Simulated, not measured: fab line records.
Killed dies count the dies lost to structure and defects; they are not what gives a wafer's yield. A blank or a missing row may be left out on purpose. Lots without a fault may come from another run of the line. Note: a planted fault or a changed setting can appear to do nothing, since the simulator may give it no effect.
Split-lot trial ; flow n5 finfet ; route with 1938 steps; 7 lots, 21 wafers read

ON THE SPLIT
At N5_BEOL_M15_PEB_26 (peb time 90 s), the setting peb temp c was moved away from the recipe's 130 C on 6 of the 21 wafers read, by -2.5% to +2.6%. This setting was run at the recipe's value on the other wafers.

FROM THE SPLIT TO THE READING: what the file shows between them, 2 steps
- N5_BEOL_M15_DEVELOP_27: develop time 45 s (also split here: develop time s)
- N5_BEOL_M15_HARDBAKE_32: time 120 s

THE READING
At N5_BEOL_M15_CD_MEAS_28: cd nm in nanometres, against a target cd of 407.6 nm. Typical for fault-free wafers on this fab line: 407.1 nm, with standard deviation 2 nm.

wafer;tool, chamber at the split;peb temp c as run, C;against the recipe;cd nm, nm;against lot-mates on the recipe
L074.1;litho track-04, 0;130;recipe;405.4;-
L074.5;litho track-04, 0;131.2;+0.9%;413.0;+7.6
L074.6;litho track-04, 0;131.2;+0.9%;411.3;+5.9
L075.1;litho track-01, 0;130;recipe;407.9;-
L075.4;litho track-01, 0;130;recipe;409.6;-
L075.5;litho track-01, 0;130;recipe;408.3;-
L080.3;litho track-05, 0;130;recipe;409.4;-
L080.4;litho track-05, 0;130;recipe;407.9;-
L080.6;litho track-05, 0;126.7;-2.5%;392.0;-16.6
L085.2;litho track-04, 0;130;recipe;408.8;-
L085.3;litho track-04, 0;133.4;+2.6%;418.9;+11.3
L085.6;litho track-04, 0;130;recipe;406.4;-
L086.1;litho track-05, 0;130;recipe;406.4;-
L086.2;litho track-05, 0;131;+0.8%;412.7;+4.6
L086.4;litho track-05, 0;130;recipe;409.8;-
L088.2;litho track-05, 0;130;recipe;407.3;-
L088.4;litho track-05, 0;130;recipe;409.6;-
L088.5;litho track-05, 0;130;recipe;409.3;-
L092.3;litho track-05, 0;132.2;+1.7%;420.4;+9.5
L092.4;litho track-05, 0;130;recipe;411.3;-
L092.6;litho track-05, 0;130;recipe;410.5;-

THE FIT
A straight line over all 21 wafers: cd nm changes by +5.45 nm for each +1% of peb temp c; r = +0.94; the points scatter about the line by 1.9 nm.
The same after taking each lot's own level away (the mean of its wafers on the recipe; 21 wafers): +5.66 nm for each +1%; r = +0.97; scatter 1.4 nm.
That fit puts the effect of the largest move of peb temp c on the reading at 15 nm.
The span of the lots' own levels, 405.40 to 410.90 nm, comes to 2.8 times the standard deviation stated above.
The two slopes are in agreement: the lot-to-lot level therefore moves the slope only a little.
Check: +16.7 nm against its lot-mates is what the line predicts for one of the wafers moved furthest among these (+2.6%) when that wafer is left out of the fit. Against them it came out at +11.3 nm.

THESE WAFERS: OTHER SPLITS
Note: prior to the reading, these wafers also went through further splits. Each is held against what the fit with the lots' levels taken away leaves over:
other split on the same wafers;wafers away from the commonest value;r with cd nm (lot level and that fit taken away)
N5_BEOL_M14_TRENCH_ETCH_34 time s;9;-0.14
N5_BEOL_M15_DEVELOP_27 develop time s;5;+0.12

THE WHOLE CHAIN: every reading that the file lists as answering this split, in the file's order
step;what it does;reading;change (the file's fit);r (the file's)
N5_BEOL_M15_CD_MEAS_28;target cd 407.6 nm;cd nm;+5.56 nm for each +1% of the setting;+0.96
N5_BEOL_M15_DESCUM_33;chemistry O2, time 7.9 s;BEOL_M15.cd nm (the simulator's own value, which no gauge read);+5.53 nm for each +1% of the setting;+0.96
N5_BEOL_M15_ETCH_61;etches BARC in N2/H2, target depth 89 nm, overetch 26.7 nm, time 67.9 s;BEOL_M15.cd nm (the simulator's own value, which no gauge read);+5.6 nm for each +1% of the setting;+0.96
N5_BEOL_M15_ETCH_38;etches SiCN in CF4/N2, target depth 106.4 nm, time 120.5 s;BEOL_M15.cd nm (the simulator's own value, which no gauge read);+5.42 nm for each +1% of the setting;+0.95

FILE'S OWN FIT
cd nm changes by +5.56 nm for each +1% of peb temp c, r = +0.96.
